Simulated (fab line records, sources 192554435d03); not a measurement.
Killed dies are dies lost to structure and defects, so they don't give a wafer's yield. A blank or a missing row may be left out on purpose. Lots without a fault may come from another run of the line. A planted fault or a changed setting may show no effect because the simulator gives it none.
A struck lot beside a sound one | flow n5_finfet | 20 steps out of a route of 1938
Sound: wafers L839.3, L839.4, L839.6. Struck: wafers L847.1, L847.4, L847.5. The cause comes at the end.
At each step with rows: each side's tool, then ch and its chambers, then its first start. Under that, the readings that differ: sound wafers | struck wafers | difference of the means | sigmas: that difference in standard deviations of wafers without a fault.
alike: readings whose means differ by less than 2 such deviations, and words and numbers that are the same on both sides. not compared: withheld readings, readings that some wafer has no value for, bounds like >300 that may hide the same value, and numbers for which the record gives no deviation and whose values overlap.
The two part at a step that has a row with sigmas, a row that says differs or no value, or rows on one side only. Numbers that don't overlap but have no deviation are shown without sigmas and don't part them. A reading that every wafer of one side lacks parts them only if that side has two wafers or more.

first, 1 step without rows for these wafers: N5_WELL_APT_HARDBAKE_12 (time 120 s).
N5_WELL_APT_CD_MEAS_08: target cd 200 nm.
  sound on cd_sem-01 ch 0, day 2 07:34; struck on cd_sem-02 ch 0, day 4 07:42
  alike: cd_nm
N5_WELL_APT_OVL_MEAS_09:
  sound on overlay-01 ch 0, day 2 07:35; struck on overlay-01 ch 0, day 4 07:44
  alike: NWELL_OVL
N5_WELL_APT_INSPECT_10: inspects for defects (macro).
  sound on defect_inspect-01, day 2 07:37; struck on defect_inspect-01, day 4 07:46
  alike: raw_defect_count
N5_WELL_APT_DESCUM_13: chemistry O2, time 7.9 s.
  sound on rie_diel-01 ch 0,3, day 2 07:38; struck on rie_diel-04 ch 0,1,2, day 4 07:47
  alike: bias_power_w, drypump_motor_current_A, oes_product_au, rf_vpp_V, showerhead_plenum_p_Torr, throttle_valve_pct
  not compared: rf_hours_counter_h
then, 7 steps without rows for these wafers: N5_WELL_APT_IMPLANT_14; N5_WELL_APT_IMPLANT_15; N5_WELL_APT_STRIP_16 (strips in SPM, time 900 s); N5_WELL_APT_HMDS_18 (time 60 s); N5_WELL_APT_COAT_19 (resist thk 950 nm); N5_WELL_APT_EBR_21; N5_WELL_APT_SOFTBAKE_20 (time 60 s).
N5_WELL_APT_EXPOSE_22: exposes mask PWELL, defocus 0 nm, target cd 200 nm.
  sound on krf_scanner-02 ch 0, day 2 08:38; struck on krf_scanner-02 ch 0, day 4 08:39
  reading                          | sound                | struck            | difference | sigmas
  model.WELL_APT.overlay_x_nm (nm) | -4.614 -4.614 -4.614 | 33.98 33.98 33.98 | +38.59     |
  alike: mask, reticle_temp_C
then, 3 steps without rows for these wafers: N5_WELL_APT_PEB_23 (peb time 90 s); N5_WELL_APT_DEVELOP_24 (develop time 45 s); N5_WELL_APT_HARDBAKE_29 (time 120 s).
N5_WELL_APT_CD_MEAS_25: target cd 200 nm.
  sound on cd_sem-01 ch 0, day 2 08:48; struck on cd_sem-03 ch 0, day 4 08:49
  alike: cd_nm
N5_WELL_APT_OVL_MEAS_26:
  sound on overlay-01 ch 0, day 2 08:50; struck on overlay-02 ch 0, day 4 08:51
  reading        | sound   | struck   | difference | sigmas
  PWELL_OVL (nm) | -2 2 -2 | 32 36 34 | +35        | +6
N5_WELL_APT_INSPECT_27: inspects for defects (macro).
  sound on defect_inspect-02, day 2 08:52; struck on defect_inspect-02, day 4 08:53
  alike: raw_defect_count
-- the record jumps here: 9 days lie between the struck wafers' starts before and after (it left off in module WELL_APT and takes up again in module BEOL_M4, whose first step shown is number 1111 of the route) --
N5_BEOL_M4_RC_MEAS_101:
  sound on prober-02 ch 0, day 10 19:29; struck on prober-02 ch 0, day 12 23:37
  reading       | sound          | struck         | difference | sigmas
  SS_N (mV/dec) | 71.3 70.9 71.4 | 72.2 71.8 72.6 | +1.0       | +2
  SS_P (mV/dec) | 72.9 72.6 72.7 | 74.2 73.6 74.2 | +1.3       | +2
  alike: DIBL_N, DIBL_P, IOFF_N, IOFF_P, ION_N, ION_P, VT_N, VT_P

WHERE THEY PART
First at N5_WELL_APT_OVL_MEAS_26; last, within this record, at N5_BEOL_M4_RC_MEAS_101.

WHY: what the simulator had put in
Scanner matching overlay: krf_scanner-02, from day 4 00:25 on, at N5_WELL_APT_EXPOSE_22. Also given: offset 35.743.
